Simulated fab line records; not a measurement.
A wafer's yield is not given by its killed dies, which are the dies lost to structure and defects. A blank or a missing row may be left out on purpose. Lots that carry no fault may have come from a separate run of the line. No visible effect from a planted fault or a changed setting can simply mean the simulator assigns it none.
Chamber matching	flow nand_harc	4 sister chambers for NHARC_A_WL_FILL_ALD_02 on ald_metal-02
The step deposits TiN, target thk 2 nm, pulse time 3 s, ald cycles 100. 4 wafers are shown with their chamber, then 8 later ones without.

== EACH WAFER AND ITS CHAMBER ==
wafer	chamber	heater_power_outer_w (W)
L080.6	1	778
L087.2	3	666
L087.4	0	609
L088.2	2	609

== WAFERS WITHOUT THEIR CHAMBER ==
wafer	heater_power_outer_w (W)
L088.3	629
L088.6	668
L091.1	805
L091.4	663
L091.6	787
L095.1	638
L095.3	767
L095.6	640

== THE CHAMBER EACH PASSED THROUGH ==
wafer	from the rows above	in truth
L088.3	can't be placed: 0 or 2 or 3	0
L088.6	3	3
L091.1	1	1
L091.4	3	3
L091.6	1	1
L095.1	can't be placed: 3 or 0 or 2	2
L095.3	1	1
L095.6	can't be placed: 3 or 0 or 2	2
5 of 8 placed correctly. Can't be placed from these rows: 3 (the true chamber is among the candidates in 3). 0 placed wrongly.
How it was worked out, from the rows above alone: a wafer's distance from a chamber is the root of the sum, over the readings, of the square of ((its reading less the chamber's mean) divided by the reading's scatter). If the next closest chamber is less than 2 further off than the closest, the wafer can't be placed; otherwise it belongs to the closest. For every chamber, the mean is computed from those of its wafers that are shown. The scatter (one wafer shown for each chamber): square how far every hidden wafer sits from the nearest shown wafer, average those squares and take the square root.
